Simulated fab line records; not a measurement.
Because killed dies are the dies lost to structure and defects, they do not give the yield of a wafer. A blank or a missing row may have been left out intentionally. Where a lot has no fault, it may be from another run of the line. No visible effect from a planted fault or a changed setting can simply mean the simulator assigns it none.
fab line records / flow nand_harc / part 2 of 2: steps 24 to 31 of 31
[record] lots = 5 wafers = 15 last_day = 30
route steps=1302 shown A_CONTACT@1090 A_BLC@1107
lots untouched by any fault: they come from a run of this same line in which no faults occurred
start_h: the number of hours between the record's first day and the start of the first shown wafer of the lot / wait_h: hours since the lot's step before / " as in the row above / L1.1+2: one row covering several wafers at once / - either no value or no given start / * or withheld: withheld / < > ~ a bound
route shown NAME@n: names a module that has steps shown in the file, with the first one's number in the route / usual: average and standard deviation across the fault-free wafers / same: alike in all rows / chamber/n: place in a boat / sites: per-site readings / _std_site: standard deviation across them / _edge_site: outer sites' mean less inner sites' / radius_mm: for every site, how far away it sits from the centre of the wafer / mask NAME#n: copy n / behind: the last tool/chamber to shape the wafer / hold: reason for holding the lot/hours on hold/outcome of the hold / device: transistor that didn't switch, given as n, p or np / end of line: the same wafers' tests at the end of the route / a step with no rows: only its recipe / killed: the dies lost at the first sort to structure and to defects; this is not the yield of the wafer / map: a wafer's dies, marking killed ones x, the rest . and places with no die _
set.NAME: setting as actually run; set.NAME@STEP: the setting as run at that earlier step / model.NAME: the simulator's own value behind a step, which no gauge read
certain route steps with their lots: each step a table, each wafer a row
services: from which hour (start_h, from the record's first day; less than 0 if before it) a tool's chamber was out of use, for how many hours, and why
[[steps]]
[step NHARC_A_BLC_EXPOSE_07]
[recipe] na = 1.35 target_cd_nm = 100 dose_mj = 67.97 mask_id = A_BLC
[usual] stage_vel_mm_s = 499.97/0.26
lot.wafer=L075.4 tool=arfi_scanner-01 chamber=0 start_h=516.35 wait_h=- mask=A_BLC#0 stage_vel_mm_s=500.20
lot.wafer=L075.5 tool=arfi_scanner-01 chamber=0 start_h=516.35 wait_h=- mask=A_BLC#0 stage_vel_mm_s=500.43
lot.wafer=L075.6 tool=arfi_scanner-01 chamber=0 start_h=516.35 wait_h=- mask=A_BLC#0 stage_vel_mm_s=500.13
lot.wafer=L074.2 tool=arfi_scanner-01 chamber=0 start_h=534.32 wait_h=- mask=A_BLC#0 stage_vel_mm_s=499.68
lot.wafer=L074.5 tool=arfi_scanner-01 chamber=0 start_h=534.32 wait_h=- mask=A_BLC#0 stage_vel_mm_s=499.65
lot.wafer=L074.6 tool=arfi_scanner-01 chamber=0 start_h=534.32 wait_h=- mask=A_BLC#0 stage_vel_mm_s=499.59
lot.wafer=L084.1 tool=arfi_scanner-02 chamber=0 start_h=642.46 wait_h=- mask=A_BLC#0 stage_vel_mm_s=500.15
lot.wafer=L084.2 tool=arfi_scanner-02 chamber=0 start_h=642.46 wait_h=- mask=A_BLC#0 stage_vel_mm_s=499.99
lot.wafer=L084.3 tool=arfi_scanner-02 chamber=0 start_h=642.46 wait_h=- mask=A_BLC#0 stage_vel_mm_s=499.98
lot.wafer=L087.1 tool=arfi_scanner-03 chamber=0 start_h=648.55 wait_h=- mask=A_BLC#0 stage_vel_mm_s=500.15
lot.wafer=L087.3 tool=arfi_scanner-03 chamber=0 start_h=648.55 wait_h=- mask=A_BLC#0 stage_vel_mm_s=499.96
lot.wafer=L087.6 tool=arfi_scanner-03 chamber=0 start_h=648.55 wait_h=- mask=A_BLC#0 stage_vel_mm_s=500.12
lot.wafer=L088.1 tool=arfi_scanner-03 chamber=0 start_h=662.44 wait_h=- mask=A_BLC#0 stage_vel_mm_s=499.64
lot.wafer=L088.2 tool=arfi_scanner-03 chamber=0 start_h=662.44 wait_h=- mask=A_BLC#0 stage_vel_mm_s=499.79
lot.wafer=L088.6 tool=arfi_scanner-03 chamber=0 start_h=662.44 wait_h=- mask=A_BLC#0 stage_vel_mm_s=499.59
[step NHARC_A_BLC_PEB_08]
[recipe] peb_temp_c = 100 peb_time_s = 65
[usual] chill_plate_temp_C = 23.02/0.11
lot.wafer=L075.4 tool=litho_track-04 chamber=0 start_h=516.40 wait_h=0.0 chill_plate_temp_C=23.14
lot.wafer=L075.5 tool=litho_track-04 chamber=0 start_h=516.40 wait_h=0.0 chill_plate_temp_C=23.09
lot.wafer=L075.6 tool=litho_track-04 chamber=0 start_h=516.40 wait_h=0.0 chill_plate_temp_C=23.05
lot.wafer=L074.2 tool=litho_track-01 chamber=0 start_h=534.37 wait_h=0.1 chill_plate_temp_C=22.93
lot.wafer=L074.5 tool=litho_track-01 chamber=0 start_h=534.37 wait_h=0.1 chill_plate_temp_C=22.98
lot.wafer=L074.6 tool=litho_track-01 chamber=0 start_h=534.37 wait_h=0.1 chill_plate_temp_C=22.76
lot.wafer=L084.1 tool=litho_track-06 chamber=0 start_h=642.52 wait_h=0.1 chill_plate_temp_C=23.04
lot.wafer=L084.2 tool=litho_track-06 chamber=0 start_h=642.52 wait_h=0.1 chill_plate_temp_C=23.03
lot.wafer=L084.3 tool=litho_track-06 chamber=0 start_h=642.52 wait_h=0.1 chill_plate_temp_C=22.99
lot.wafer=L087.1 tool=litho_track-06 chamber=0 start_h=648.61 wait_h=0.1 chill_plate_temp_C=23.13
lot.wafer=L087.3 tool=litho_track-06 chamber=0 start_h=648.61 wait_h=0.1 chill_plate_temp_C=22.97
lot.wafer=L087.6 tool=litho_track-06 chamber=0 start_h=648.61 wait_h=0.1 chill_plate_temp_C=22.91
lot.wafer=L088.1 tool=litho_track-01 chamber=0 start_h=662.50 wait_h=0.1 chill_plate_temp_C=23.01
lot.wafer=L088.2 tool=litho_track-01 chamber=0 start_h=662.50 wait_h=0.1 chill_plate_temp_C=22.98
lot.wafer=L088.6 tool=litho_track-01 chamber=0 start_h=662.50 wait_h=0.1 chill_plate_temp_C=23.10
[step NHARC_A_BLC_DEVELOP_09]
[recipe] develop_time_s = 35 dev_temp_c = 23
[usual] chill_plate_temp_C = 22.97/0.11
lot.wafer=L075.4 tool=litho_track-04 chamber=0 start_h=- wait_h=- chill_plate_temp_C=22.81
lot.wafer=L075.5 tool=litho_track-04 chamber=0 start_h=- wait_h=- chill_plate_temp_C=22.76
lot.wafer=L075.6 tool=litho_track-04 chamber=0 start_h=- wait_h=- chill_plate_temp_C=22.73
lot.wafer=L074.2 tool=litho_track-01 chamber=0 start_h=- wait_h=- chill_plate_temp_C=22.72
lot.wafer=L074.5 tool=litho_track-01 chamber=0 start_h=- wait_h=- chill_plate_temp_C=22.94
lot.wafer=L074.6 tool=litho_track-01 chamber=0 start_h=- wait_h=- chill_plate_temp_C=22.80
lot.wafer=L084.1 tool=litho_track-06 chamber=0 start_h=- wait_h=- chill_plate_temp_C=23.00
lot.wafer=L084.2 tool=litho_track-06 chamber=0 start_h=- wait_h=- chill_plate_temp_C=23.04
lot.wafer=L084.3 tool=litho_track-06 chamber=0 start_h=- wait_h=- chill_plate_temp_C=22.94
lot.wafer=L087.1 tool=litho_track-06 chamber=0 start_h=- wait_h=- chill_plate_temp_C=22.82
lot.wafer=L087.3 tool=litho_track-06 chamber=0 start_h=- wait_h=- chill_plate_temp_C=23.01
lot.wafer=L087.6 tool=litho_track-06 chamber=0 start_h=- wait_h=- chill_plate_temp_C=23.01
lot.wafer=L088.1 tool=litho_track-01 chamber=0 start_h=- wait_h=- chill_plate_temp_C=23.00
lot.wafer=L088.2 tool=litho_track-01 chamber=0 start_h=- wait_h=- chill_plate_temp_C=22.90
lot.wafer=L088.6 tool=litho_track-01 chamber=0 start_h=- wait_h=- chill_plate_temp_C=23.09
[step NHARC_A_BLC_CD_MEAS_10]
[recipe] target_cd_nm = 100 landing_energy_ev = 500
[usual] cd_nm = 100.2/0.6
lot.wafer=L075.4 tool=cd_sem-03 chamber=0 start_h=516.48 wait_h=- cd_nm=99.5
lot.wafer=L075.5 tool=cd_sem-03 chamber=0 start_h=516.48 wait_h=- cd_nm=100.2
lot.wafer=L075.6 tool=cd_sem-03 chamber=0 start_h=516.48 wait_h=- cd_nm=99.7
lot.wafer=L074.2 tool=cd_sem-03 chamber=0 start_h=534.45 wait_h=- cd_nm=100.1
lot.wafer=L074.5 tool=cd_sem-03 chamber=0 start_h=534.45 wait_h=- cd_nm=99.5
lot.wafer=L074.6 tool=cd_sem-03 chamber=0 start_h=534.45 wait_h=- cd_nm=100.2
lot.wafer=L084.1 tool=cd_sem-03 chamber=0 start_h=642.60 wait_h=- cd_nm=100.2
lot.wafer=L084.2 tool=cd_sem-03 chamber=0 start_h=642.60 wait_h=- cd_nm=99.9
lot.wafer=L084.3 tool=cd_sem-03 chamber=0 start_h=642.60 wait_h=- cd_nm=100.2
lot.wafer=L087.1 tool=cd_sem-03 chamber=0 start_h=648.69 wait_h=- cd_nm=101.4
lot.wafer=L087.3 tool=cd_sem-03 chamber=0 start_h=648.69 wait_h=- cd_nm=100.0
lot.wafer=L087.6 tool=cd_sem-03 chamber=0 start_h=648.69 wait_h=- cd_nm=100.4
lot.wafer=L088.1 tool=cd_sem-02 chamber=0 start_h=662.58 wait_h=- cd_nm=99.3
lot.wafer=L088.2 tool=cd_sem-02 chamber=0 start_h=662.58 wait_h=- cd_nm=99.4
lot.wafer=L088.6 tool=cd_sem-02 chamber=0 start_h=662.58 wait_h=- cd_nm=99.7
[step NHARC_A_BLC_OVL_MEAS_11]
[usual] overlay_x_nm = 0.0/0.85 overlay_y_nm = 0.3/0.84
lot.wafer=L075.4 tool=overlay-01 chamber=- start_h=516.56 wait_h=- overlay_x_nm=0.6 overlay_y_nm=-1.0
lot.wafer=L075.5 tool=overlay-01 chamber=- start_h=516.56 wait_h=- overlay_x_nm=-0.1 overlay_y_nm=-1.4
lot.wafer=L075.6 tool=overlay-01 chamber=- start_h=516.56 wait_h=- overlay_x_nm=0.2 overlay_y_nm=-0.8
lot.wafer=L074.2 tool=overlay-01 chamber=- start_h=534.54 wait_h=- overlay_x_nm=-0.5 overlay_y_nm=-0.1
lot.wafer=L074.5 tool=overlay-01 chamber=- start_h=534.54 wait_h=- overlay_x_nm=0.4 overlay_y_nm=-0.3
lot.wafer=L074.6 tool=overlay-01 chamber=- start_h=534.54 wait_h=- overlay_x_nm=-0.1 overlay_y_nm=-0.1
lot.wafer=L084.1 tool=overlay-02 chamber=- start_h=642.69 wait_h=- overlay_x_nm=0.6 overlay_y_nm=0.7
lot.wafer=L084.2 tool=overlay-02 chamber=- start_h=642.69 wait_h=- overlay_x_nm=1.0 overlay_y_nm=0.4
lot.wafer=L084.3 tool=overlay-02 chamber=- start_h=642.69 wait_h=- overlay_x_nm=0.7 overlay_y_nm=1.0
lot.wafer=L087.1 tool=overlay-01 chamber=- start_h=648.78 wait_h=- overlay_x_nm=-0.7 overlay_y_nm=2.1
lot.wafer=L087.3 tool=overlay-01 chamber=- start_h=648.78 wait_h=- overlay_x_nm=-0.9 overlay_y_nm=2.0
lot.wafer=L087.6 tool=overlay-01 chamber=- start_h=648.78 wait_h=- overlay_x_nm=-1.3 overlay_y_nm=2.1
lot.wafer=L088.1 tool=overlay-02 chamber=- start_h=662.67 wait_h=- overlay_x_nm=0.2 overlay_y_nm=0.8
lot.wafer=L088.2 tool=overlay-02 chamber=- start_h=662.67 wait_h=- overlay_x_nm=-0.1 overlay_y_nm=0.6
lot.wafer=L088.6 tool=overlay-02 chamber=- start_h=662.67 wait_h=- overlay_x_nm=0.1 overlay_y_nm=0.7
[step NHARC_A_BLC_INSPECT_12]
[usual] raw_defect_count = 87/35
lot.wafer=L075.4 tool=defect_inspect-02 chamber=- start_h=516.60 wait_h=0.0 raw_defect_count=116
lot.wafer=L075.5 tool=defect_inspect-02 chamber=- start_h=516.60 wait_h=0.0 raw_defect_count=116
lot.wafer=L075.6 tool=defect_inspect-02 chamber=- start_h=516.60 wait_h=0.0 raw_defect_count=111
lot.wafer=L074.2 tool=defect_inspect-02 chamber=- start_h=534.58 wait_h=0.0 raw_defect_count=26
lot.wafer=L074.5 tool=defect_inspect-02 chamber=- start_h=534.58 wait_h=0.0 raw_defect_count=19
lot.wafer=L074.6 tool=defect_inspect-02 chamber=- start_h=534.58 wait_h=0.0 raw_defect_count=21
lot.wafer=L084.1 tool=defect_inspect-01 chamber=- start_h=642.73 wait_h=0.0 raw_defect_count=79
lot.wafer=L084.2 tool=defect_inspect-01 chamber=- start_h=642.73 wait_h=0.0 raw_defect_count=71
lot.wafer=L084.3 tool=defect_inspect-01 chamber=- start_h=642.73 wait_h=0.0 raw_defect_count=81
lot.wafer=L087.1 tool=defect_inspect-01 chamber=- start_h=648.81 wait_h=0.0 raw_defect_count=55
lot.wafer=L087.3 tool=defect_inspect-01 chamber=- start_h=648.81 wait_h=0.0 raw_defect_count=49
lot.wafer=L087.6 tool=defect_inspect-01 chamber=- start_h=648.81 wait_h=0.0 raw_defect_count=57
lot.wafer=L088.1 tool=defect_inspect-01 chamber=- start_h=662.70 wait_h=0.0 raw_defect_count=24
lot.wafer=L088.2 tool=defect_inspect-01 chamber=- start_h=662.70 wait_h=0.0 raw_defect_count=28
lot.wafer=L088.6 tool=defect_inspect-01 chamber=- start_h=662.70 wait_h=0.0 raw_defect_count=22
[step NHARC_A_BLC_DESCUM_15]
[recipe] time_s = 3 o2_flow_sccm = 200 ar_flow_sccm = 0 bias_power_w = 0 chemistry = O2
[usual] drypump_motor_current_A = 5.8/0.41 oes_product_au = 1.003/0.0088 rf_vpp_V = 57.8/0.84 showerhead_plenum_p_Torr = 1.92/0.072 throttle_valve_pct = 11.311/0.0099
[same] time_s = 3
lot.wafer=L075.4 tool=rie_diel-13 chamber=0 start_h=516.68 wait_h=0.1 drypump_motor_current_A=6.0 oes_product_au=1.008 rf_hours_counter_h=10 rf_vpp_V=57.6 showerhead_plenum_p_Torr=1.79 throttle_valve_pct=11.294
lot.wafer=L075.5 tool=rie_diel-13 chamber=2 start_h=516.68 wait_h=0.1 drypump_motor_current_A=5.1 oes_product_au=0.999 rf_hours_counter_h=- rf_vpp_V=58.5 showerhead_plenum_p_Torr=1.96 throttle_valve_pct=11.297
lot.wafer=L075.6 tool=rie_diel-13 chamber=3 start_h=516.68 wait_h=0.1 drypump_motor_current_A=6.0 oes_product_au=0.990 rf_hours_counter_h=- rf_vpp_V=58.8 showerhead_plenum_p_Torr=1.88 throttle_valve_pct=11.319
lot.wafer=L074.2 tool=rie_diel-13 chamber=3 start_h=534.66 wait_h=0.1 drypump_motor_current_A=5.9 oes_product_au=1.015 rf_hours_counter_h=0 rf_vpp_V=57.4 showerhead_plenum_p_Torr=1.88 throttle_valve_pct=11.308
lot.wafer=L074.6 tool=rie_diel-13 chamber=0 start_h=534.66 wait_h=0.1 drypump_motor_current_A=6.0 oes_product_au=1.006 rf_hours_counter_h=- rf_vpp_V=58.0 showerhead_plenum_p_Torr=1.79 throttle_valve_pct=11.325
lot.wafer=L074.5 tool=rie_diel-13 chamber=1 start_h=534.66 wait_h=0.1 drypump_motor_current_A=6.0 oes_product_au=1.006 rf_hours_counter_h=- rf_vpp_V=58.9 showerhead_plenum_p_Torr=1.96 throttle_valve_pct=11.317
lot.wafer=L084.3 tool=rie_diel-13 chamber=3 start_h=642.79 wait_h=0.1 drypump_motor_current_A=5.9 oes_product_au=1.013 rf_hours_counter_h=6 rf_vpp_V=56.4 showerhead_plenum_p_Torr=1.88 throttle_valve_pct=11.328
lot.wafer=L084.2 tool=rie_diel-13 chamber=0 start_h=642.79 wait_h=0.1 drypump_motor_current_A=6.0 oes_product_au=0.995 rf_hours_counter_h=7 rf_vpp_V=57.4 showerhead_plenum_p_Torr=1.78 throttle_valve_pct=11.308
lot.wafer=L084.1 tool=rie_diel-13 chamber=1 start_h=642.79 wait_h=0.1 drypump_motor_current_A=6.1 oes_product_au=0.996 rf_hours_counter_h=7 rf_vpp_V=57.4 showerhead_plenum_p_Torr=1.96 throttle_valve_pct=11.305
lot.wafer=L087.1 tool=rie_diel-01 chamber=0 start_h=648.89 wait_h=0.1 drypump_motor_current_A=5.2 oes_product_au=1.008 rf_hours_counter_h=5 rf_vpp_V=57.3 showerhead_plenum_p_Torr=2.00 throttle_valve_pct=11.307
lot.wafer=L087.3 tool=rie_diel-01 chamber=1 start_h=648.89 wait_h=0.1 drypump_motor_current_A=5.6 oes_product_au=1.012 rf_hours_counter_h=6 rf_vpp_V=57.7 showerhead_plenum_p_Torr=1.93 throttle_valve_pct=11.314
lot.wafer=L087.6 tool=rie_diel-01 chamber=3 start_h=648.89 wait_h=0.1 drypump_motor_current_A=5.6 oes_product_au=1.019 rf_hours_counter_h=- rf_vpp_V=57.8 showerhead_plenum_p_Torr=1.98 throttle_valve_pct=11.313
lot.wafer=L088.2 tool=rie_diel-13 chamber=2 start_h=662.76 wait_h=0.1 drypump_motor_current_A=5.1 oes_product_au=0.996 rf_hours_counter_h=9 rf_vpp_V=57.9 showerhead_plenum_p_Torr=1.95 throttle_valve_pct=11.308
lot.wafer=L088.1 tool=rie_diel-13 chamber=1 start_h=662.76 wait_h=0.1 drypump_motor_current_A=6.0 oes_product_au=1.000 rf_hours_counter_h=9 rf_vpp_V=57.4 showerhead_plenum_p_Torr=1.96 throttle_valve_pct=11.317
lot.wafer=L088.6 tool=rie_diel-13 chamber=2 start_h=662.76 wait_h=0.1 drypump_motor_current_A=5.1 oes_product_au=1.007 rf_hours_counter_h=- rf_vpp_V=57.7 showerhead_plenum_p_Torr=1.95 throttle_valve_pct=11.300
[step NHARC_A_BLC_ETCH_16]
[recipe] target_depth_a = 390 over_etch_frac = 0.3 time_s = 65 ion_energy_ev = 80 cf4_flow_sccm = 150 ar_flow_sccm = 0 rf_w = 300 bias_w = 100 chemistry = CF4
[usual] drypump_motor_current_A = 5.8/0.41 oes_product_au = 1.003/0.0078 rf_vpp_V = 151.3/1.2 showerhead_plenum_p_Torr = 1.77/0.062 throttle_valve_pct = 13.285/0.0084
[same] time_s = 65
lot.wafer=L075.4 tool=rie_diel-13 chamber=0 start_h=516.76 wait_h=0.1 drypump_motor_current_A=6.0 oes_product_au=1.010 rf_hours_counter_h=10 rf_vpp_V=149.7 showerhead_plenum_p_Torr=1.66 throttle_valve_pct=13.276
lot.wafer=L075.6 tool=rie_diel-13 chamber=2 start_h=516.76 wait_h=0.1 drypump_motor_current_A=5.1 oes_product_au=1.013 rf_hours_counter_h=- rf_vpp_V=149.7 showerhead_plenum_p_Torr=1.81 throttle_valve_pct=13.291
lot.wafer=L075.5 tool=rie_diel-13 chamber=3 start_h=516.76 wait_h=0.1 drypump_motor_current_A=5.9 oes_product_au=0.995 rf_hours_counter_h=- rf_vpp_V=150.1 showerhead_plenum_p_Torr=1.74 throttle_valve_pct=13.276
lot.wafer=L074.2 tool=rie_diel-13 chamber=0 start_h=534.73 wait_h=0.1 drypump_motor_current_A=6.0 oes_product_au=1.012 rf_hours_counter_h=0 rf_vpp_V=149.5 showerhead_plenum_p_Torr=1.66 throttle_valve_pct=13.298
lot.wafer=L074.5 tool=rie_diel-13 chamber=3 start_h=534.73 wait_h=0.1 drypump_motor_current_A=5.9 oes_product_au=1.013 rf_hours_counter_h=- rf_vpp_V=151.6 showerhead_plenum_p_Torr=1.74 throttle_valve_pct=13.291
lot.wafer=L074.6 tool=rie_diel-13 chamber=0 start_h=534.73 wait_h=0.1 drypump_motor_current_A=6.0 oes_product_au=1.002 rf_hours_counter_h=- rf_vpp_V=150.5 showerhead_plenum_p_Torr=1.66 throttle_valve_pct=13.298
lot.wafer=L084.2 tool=rie_diel-13 chamber=2 start_h=642.87 wait_h=0.1 drypump_motor_current_A=5.1 oes_product_au=1.005 rf_hours_counter_h=7 rf_vpp_V=151.7 showerhead_plenum_p_Torr=1.80 throttle_valve_pct=13.293
lot.wafer=L084.1 tool=rie_diel-13 chamber=0 start_h=642.87 wait_h=0.1 drypump_motor_current_A=6.0 oes_product_au=0.994 rf_hours_counter_h=7 rf_vpp_V=149.1 showerhead_plenum_p_Torr=1.66 throttle_valve_pct=13.295
lot.wafer=L084.3 tool=rie_diel-13 chamber=1 start_h=642.87 wait_h=0.1 drypump_motor_current_A=6.1 oes_product_au=0.994 rf_hours_counter_h=7 rf_vpp_V=151.5 showerhead_plenum_p_Torr=1.81 throttle_valve_pct=13.289
lot.wafer=L087.3 tool=rie_diel-01 chamber=1 start_h=648.97 wait_h=0.1 drypump_motor_current_A=5.6 oes_product_au=1.003 rf_hours_counter_h=6 rf_vpp_V=150.3 showerhead_plenum_p_Torr=1.78 throttle_valve_pct=13.286
lot.wafer=L087.1 tool=rie_diel-01 chamber=0 start_h=648.97 wait_h=0.1 drypump_motor_current_A=5.2 oes_product_au=1.007 rf_hours_counter_h=5 rf_vpp_V=153.1 showerhead_plenum_p_Torr=1.84 throttle_valve_pct=13.276
lot.wafer=L087.6 tool=rie_diel-01 chamber=2 start_h=648.97 wait_h=0.1 drypump_motor_current_A=6.4 oes_product_au=1.017 rf_hours_counter_h=- rf_vpp_V=151.4 showerhead_plenum_p_Torr=1.80 throttle_valve_pct=13.311
lot.wafer=L088.1 tool=rie_diel-13 chamber=0 start_h=662.85 wait_h=0.1 drypump_motor_current_A=6.0 oes_product_au=1.002 rf_hours_counter_h=9 rf_vpp_V=150.6 showerhead_plenum_p_Torr=1.66 throttle_valve_pct=13.283
lot.wafer=L088.2 tool=rie_diel-13 chamber=1 start_h=662.85 wait_h=0.1 drypump_motor_current_A=6.0 oes_product_au=0.996 rf_hours_counter_h=9 rf_vpp_V=152.3 showerhead_plenum_p_Torr=1.81 throttle_valve_pct=13.272
lot.wafer=L088.6 tool=rie_diel-13 chamber=0 start_h=662.85 wait_h=0.1 drypump_motor_current_A=6.0 oes_product_au=0.995 rf_hours_counter_h=- rf_vpp_V=149.9 showerhead_plenum_p_Torr=1.66 throttle_valve_pct=13.270
[[services]]
tool=cmp-01 chamber=- start_h=488.94 hours=2.2 kind=repair
tool=rie_diel-07 chamber=0 start_h=497.96 hours=6.9 kind=repair
tool=har_cap_etch-01 chamber=- start_h=500.04 hours=17.0 kind=pm
tool=litho_track-01 chamber=- start_h=505.00 hours=7.0 kind=pm
tool=rie_diel-13 chamber=- start_h=519.06 hours=9.0 kind=pm
tool=litho_track-06 chamber=- start_h=529.00 hours=7.0 kind=pm
tool=rie_diel-05 chamber=1 start_h=535.89 hours=5.3 kind=repair
tool=wet_bench-06 chamber=- start_h=545.61 hours=8.0 kind=pm
tool=cvd_w-01 chamber=- start_h=547.11 hours=13.0 kind=pm
tool=litho_track-04 chamber=- start_h=553.00 hours=7.0 kind=pm
tool=rie_diel-05 chamber=0 start_h=553.50 hours=2.5 kind=repair
tool=rie_diel-07 chamber=2 start_h=560.00 hours=1.7 kind=repair
tool=cvd_w-01 chamber=- start_h=562.29 hours=0.4 kind=repair
tool=cmp-01 chamber=- start_h=568.86 hours=0.6 kind=repair
tool=cmp-01 chamber=- start_h=577.50 hours=4.0 kind=pm
tool=rie_diel-13 chamber=3 start_h=578.80 hours=7.1 kind=repair
tool=rie_diel-05 chamber=- start_h=583.75 hours=9.0 kind=pm
tool=wet_bench-02 chamber=- start_h=596.00 hours=8.0 kind=pm
tool=rie_diel-05 chamber=3 start_h=611.77 hours=3.0 kind=repair
tool=rie_diel-07 chamber=2 start_h=611.94 hours=6.7 kind=repair
tool=rie_diel-07 chamber=1 start_h=616.51 hours=2.3 kind=repair
tool=rie_diel-06 chamber=2 start_h=630.23 hours=8.0 kind=repair
tool=rie_diel-07 chamber=- start_h=648.32 hours=9.0 kind=pm
tool=rie_diel-06 chamber=- start_h=661.35 hours=9.0 kind=pm
